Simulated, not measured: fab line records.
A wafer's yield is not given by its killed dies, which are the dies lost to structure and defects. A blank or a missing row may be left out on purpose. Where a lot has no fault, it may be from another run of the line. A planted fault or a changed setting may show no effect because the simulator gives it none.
Comparing a struck lot with a sound one ; flow nand harc ; 42 steps out of a route of 1302
Sound: wafers L674.1, L674.3, L674.6. Wafers struck: L680.4, L680.6. The cause comes at the end.
Order at every step that has rows: each side's tool, ch and its chambers, its first start. Under that, the readings that differ: sound wafers ; struck wafers ; difference of the means ; sigmas: that difference in standard deviations of wafers without a fault.
alike: a reading whose means differ by less than 2 such deviations, as well as words and numbers matching on both sides. not compared: withheld readings; readings where some wafer has no value; bounds like >300 that might hide an equal value; numbers whose values overlap and for which the record gives no deviation.
A row with sigmas, a row that says differs or no value, or rows on one side alone: a step with any of these is where the two part. Numbers that don't overlap but have no deviation are shown without sigmas and don't part them. A reading missing from all wafers of one side parts the sides only when that side holds two or more wafers.

first, 1 step without rows for these wafers: NHARC_P_STI_HARDBAKE_13 (time 65 s).
NHARC_P_STI_DESCUM_14: chemistry O2, time 3 s.
  sound on rie diel-11 ch 0,2, day 5 18:18; struck on rie diel-06 ch 2, day 8 06:14
  alike: drypump motor current A, oes product au, rf vpp V, showerhead plenum p Torr, throttle valve pct
  not compared: rf hours counter h
NHARC_P_STI_ETCH_42: etches the open film in N2/H2, target depth 80 nm, overetch 24 nm, time 61 s.
  sound on rie diel-11 ch 1,2, day 5 18:23; struck on rie diel-06 ch 0,3, day 8 06:20
  alike: drypump motor current A, oes product au, rf vpp V, showerhead plenum p Torr, throttle valve pct
  not compared: rf hours counter h
NHARC_P_STI_ETCH_31: etches the open film in CF4/CHF3, target depth 108.9 nm, time 54.5 s.
  sound: rie diel-11 ch 0,1,3; struck: rie diel-06 ch 1,3
reading;sound;struck;difference;sigmas
oes product au (a.u.);0.914 0.914 0.931;0.962 0.953;+0.038;+2
  alike: drypump motor current A, rf vpp V, showerhead plenum p Torr, throttle valve pct
  not compared: rf hours counter h
then, 1 step without rows for these wafers: NHARC_P_STI_ETCH_15 (etches the open film in HBr/Cl2, target depth 300 nm, time 100.1 s).
NHARC_P_STI_CD_MEAS_16:
  sound on cd sem-01 at day 5 18:44; struck on cd sem-02 at day 8 06:41
  alike: cd nm
NHARC_P_STI_OCD_MEAS_17:
  sound on ocd-01 at day 5 18:50; struck on ocd-01 at day 8 06:46
  alike: trench depth nm, trench foot cd nm
then, 3 steps without rows for these wafers: NHARC_P_STI_STRIP_19 (strips in SPM, time 900 s); NHARC_P_STI_PRECLEAN_32 (cleans in SC1); NHARC_P_STI_SRD_23.
NHARC_P_STI_OCD_MEAS_43:
  sound on ocd-02 at day 5 19:20; struck on ocd-02 at day 8 07:16
  alike: trench depth nm, trench foot cd nm
then, 1 step without rows for these wafers: NHARC_P_STI_OXIDE_33 (material SiO2, target thk 10 nm, ox time 281 s).
NHARC_P_STI_HDPCVD_20: deposits SiO2.
  sound on hdpcvd-01 ch 0, day 6 04:22; struck on hdpcvd-01 ch 0, day 8 15:41
then, 1 step without rows for these wafers: NHARC_P_STI_ANNEAL_34 (time 1800 s).
NHARC_P_STI_CMP_21: polishes, t overpolish 20 s, target thk 380.67 nm.
  sound on cmp-03 ch 0,1, day 6 17:07; struck on cmp-01 ch 0,2, day 9 01:08
  alike: motor current A, overpolish run s, retaining ring pressure frac
then, 19 steps without rows for these wafers: NHARC_P_STI_SRD_35; NHARC_P_STI_ETCH_36 (etches SiO2 in dHF, target depth 38.8 nm); NHARC_P_STI_STRIP_24 (strips Si3N4 in H3PO4); NHARC_P_STI_ETCH_37 (etches SiO2 in dHF, target depth 11 nm); NHARC_P_STI_PRECLEAN_38 (cleans in SC1); NHARC_P_STI_SRD_39; NHARC_P_STI_OXIDE_40 (material SiO2, target thk 10 nm, ox time 1362 s); NHARC_P_GATE_ETCH_69 (etches SiO2 in dHF, target depth 14 nm); NHARC_P_GATE_PRECLEAN_70 (cleans in SC1); NHARC_P_GATE_SRD_01; NHARC_P_GATE_OXIDE_02 (material SiO2, target thk 37.5 nm, ox time 365 s); NHARC_P_GATE_DEHYDRATE_03 (time 120 s); NHARC_P_GATE_HMDS_04 (time 30 s); NHARC_P_GATE_COAT_05; NHARC_P_GATE_SOFTBAKE_06 (time 95 s); NHARC_P_GATE_EBR_07; NHARC_P_GATE_EXPOSE_08 (exposes mask P HV); NHARC_P_GATE_PEB_09 (peb time 85 s); NHARC_P_GATE_DEVELOP_10 (time 70 s).
NHARC_P_GATE_CD_MEAS_11: target cd 1640 nm.
  sound on cd sem-03 ch 0, day 7 11:41; struck on cd sem-03 ch 0, day 9 17:22
  alike: cd nm
then, 1 step without rows for these wafers: NHARC_P_GATE_HARDBAKE_12 (time 80 s).
NHARC_P_GATE_DESCUM_13: chemistry O2, time 3 s.
  sound on rie diel-01 ch 0,1,3, day 7 11:53; struck on rie diel-08 ch 0,1, day 9 17:36
  alike: drypump motor current A, oes product au, rf vpp V, showerhead plenum p Torr, throttle valve pct
  not compared: rf hours counter h
then, 3 steps without rows for these wafers: NHARC_P_GATE_ETCH_14 (etches SiO2 in dHF, target depth 48.8 nm); NHARC_P_GATE_STRIP_15 (strips in SPM, time 780 s); NHARC_P_GATE_PRECLEAN_71 (cleans in SC1).
NHARC_P_GATE_DESCUM_31: chemistry O2, time 3 s.
  sound on rie diel-02 ch 2,3, day 8 01:39; struck on rie diel-08 ch 0,3, day 10 12:36
reading;sound;struck;difference;sigmas
hold;- - -;await dispo/3.4h/release await dispo/3.4h/release;no value on the sound wafers;
  alike: drypump motor current A, oes product au, rf vpp V, showerhead plenum p Torr, throttle valve pct
  not compared: rf hours counter h
-- record jumps: 19 days between struck wafers' starts before vs after; left off in module P_GATE, resumes in module END, first step shown is number 1302 of the route --
NHARC_END_SORT_01:
  sound on prober-01 ch 0, day 28 05:17; struck on prober-01 ch 0, day 29 13:40
reading;sound;struck;difference;sigmas
killed at periphery;0 1 1;34 30;+31;+11
  alike: killed at array, killed at other, killed dies, killed open, killed short

== WHERE THEY PART ==
At NHARC_P_STI_ETCH_31 first; at NHARC_END_SORT_01 last (within this record only).

WHY: whatever the simulator had introduced
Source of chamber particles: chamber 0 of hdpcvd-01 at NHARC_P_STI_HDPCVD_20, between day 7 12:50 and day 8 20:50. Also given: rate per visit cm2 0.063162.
